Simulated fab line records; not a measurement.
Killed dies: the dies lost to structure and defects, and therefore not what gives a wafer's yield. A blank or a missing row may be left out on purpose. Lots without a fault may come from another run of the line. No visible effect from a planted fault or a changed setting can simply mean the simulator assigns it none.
Split-lot trial || flow n5 finfet || route with 1938 steps; 7 lots, 21 wafers read

## THE SPLIT
At N5_BEOL_M11_ETCH_41 (etches SiCN in CH3F/O2, target depth 42.6 nm, time 86 s), the setting time s was moved away from the recipe's 86 s on 5 of the 21 wafers read, by -10.2% to +9.7%. All remaining wafers had this setting at the recipe value.

The reading comes from the split's own step.

## THE READING
etch.depth nm (the simulator's own value, which no gauge read), in nm, at N5_BEOL_M11_ETCH_41 (etches SiCN in CH3F/O2, target depth 42.6 nm, time 86 s). No usual value for it is given in the file. The 16 wafers here that ran the recipe average 32.59 nm, standard deviation 0.47 nm.

{"wafer": "L079.1", "tool, chamber at the split": "rie diel-02, 0", "time s as run, s": 86, "against the recipe": "recipe", "etch.depth nm, nm": 32.51, "against lot-mates on the recipe": "-"}
{"wafer": "L079.4", "tool, chamber at the split": "rie diel-02, 2", "time s as run, s": 86, "against the recipe": "recipe", "etch.depth nm, nm": 31.91, "against lot-mates on the recipe": "-"}
{"wafer": "L079.6", "tool, chamber at the split": "rie diel-02, 3", "time s as run, s": 86, "against the recipe": "recipe", "etch.depth nm, nm": 32.27, "against lot-mates on the recipe": "-"}
{"wafer": "L080.1", "tool, chamber at the split": "rie diel-02, 0", "time s as run, s": 86, "against the recipe": "recipe", "etch.depth nm, nm": 33.19, "against lot-mates on the recipe": "-"}
{"wafer": "L080.5", "tool, chamber at the split": "rie diel-02, 3", "time s as run, s": 86, "against the recipe": "recipe", "etch.depth nm, nm": 32.65, "against lot-mates on the recipe": "-"}
{"wafer": "L080.6", "tool, chamber at the split": "rie diel-02, 2", "time s as run, s": 86, "against the recipe": "recipe", "etch.depth nm, nm": 32.72, "against lot-mates on the recipe": "-"}
{"wafer": "L082.1", "tool, chamber at the split": "rie diel-02, 2", "time s as run, s": 86, "against the recipe": "recipe", "etch.depth nm, nm": 32.14, "against lot-mates on the recipe": "-"}
{"wafer": "L082.2", "tool, chamber at the split": "rie diel-02, 0", "time s as run, s": 86, "against the recipe": "recipe", "etch.depth nm, nm": 32.54, "against lot-mates on the recipe": "-"}
{"wafer": "L082.6", "tool, chamber at the split": "rie diel-02, 3", "time s as run, s": 86, "against the recipe": "recipe", "etch.depth nm, nm": 32.32, "against lot-mates on the recipe": "-"}
{"wafer": "L084.2", "tool, chamber at the split": "rie diel-03, 1", "time s as run, s": 86, "against the recipe": "recipe", "etch.depth nm, nm": 33.7, "against lot-mates on the recipe": "-"}
{"wafer": "L084.3", "tool, chamber at the split": "rie diel-03, 0", "time s as run, s": 86, "against the recipe": "recipe", "etch.depth nm, nm": 32.28, "against lot-mates on the recipe": "-"}
{"wafer": "L084.4", "tool, chamber at the split": "rie diel-03, 2", "time s as run, s": 86, "against the recipe": "recipe", "etch.depth nm, nm": 32.85, "against lot-mates on the recipe": "-"}
{"wafer": "L089.3", "tool, chamber at the split": "rie diel-03, 2", "time s as run, s": 86, "against the recipe": "recipe", "etch.depth nm, nm": 32.65, "against lot-mates on the recipe": "-"}
{"wafer": "L089.4", "tool, chamber at the split": "rie diel-03, 3", "time s as run, s": 77.26, "against the recipe": "-10.2%", "etch.depth nm, nm": 28.88, "against lot-mates on the recipe": -3.77}
{"wafer": "L089.5", "tool, chamber at the split": "rie diel-03, 2", "time s as run, s": 77.26, "against the recipe": "-10.2%", "etch.depth nm, nm": 29.2, "against lot-mates on the recipe": -3.45}
{"wafer": "L087.1", "tool, chamber at the split": "rie diel-03, 2", "time s as run, s": 94.31, "against the recipe": "+9.7%", "etch.depth nm, nm": 35.57, "against lot-mates on the recipe": "+2.78"}
{"wafer": "L087.4", "tool, chamber at the split": "rie diel-03, 3", "time s as run, s": 86, "against the recipe": "recipe", "etch.depth nm, nm": 32.25, "against lot-mates on the recipe": "-"}
{"wafer": "L087.6", "tool, chamber at the split": "rie diel-03, 1", "time s as run, s": 86, "against the recipe": "recipe", "etch.depth nm, nm": 33.33, "against lot-mates on the recipe": "-"}
{"wafer": "L095.1", "tool, chamber at the split": "rie diel-02, 3", "time s as run, s": 78.62, "against the recipe": "-8.6%", "etch.depth nm, nm": 29.51, "against lot-mates on the recipe": -2.60}
{"wafer": "L095.3", "tool, chamber at the split": "rie diel-02, 2", "time s as run, s": 78.62, "against the recipe": "-8.6%", "etch.depth nm, nm": 29.36, "against lot-mates on the recipe": -2.75}
{"wafer": "L095.6", "tool, chamber at the split": "rie diel-02, 2", "time s as run, s": 86, "against the recipe": "recipe", "etch.depth nm, nm": 32.11, "against lot-mates on the recipe": "-"}

THE FIT
A straight line over all 21 wafers: etch.depth nm changes by +0.344 nm for each +1% of time s; r = +0.96; the points scatter about the line by 0.44 nm.
The same after taking each lot's own level away (the mean of its wafers on the recipe; 21 wafers): +0.325 nm for each +1%; r = +0.97; scatter 0.36 nm.
According to that fit, moving time s by its largest amount changes the reading by 3.3 nm.
From 32.110 to 32.943 nm: that is the span of the lots' own levels, equal to 1.8 times the standard deviation above.
The two slopes agree, so the slope changes little with the lot-to-lot level.
Check: with one of the wafers moved furthest among these (-10.2%) left out of the fit, the line predicts -3.2 nm for it against its lot-mates. Against them it came out at -3.77 nm.

## THE OTHER SPLITS THESE WAFERS WENT THROUGH
Before the reading, these wafers also passed through other splits. Each is held against what the fit with the lots' levels taken away leaves over:
{"other split on the same wafers": "N5_BEOL_M10_COAT_64 spin rpm", "wafers away from the commonest value": 10, "r with etch.depth nm (lot level and that fit taken away)": -0.28}

## THE FILE'S OWN FIT
etch.depth nm changes by +0.32 nm for each +1% of time s, r = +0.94.
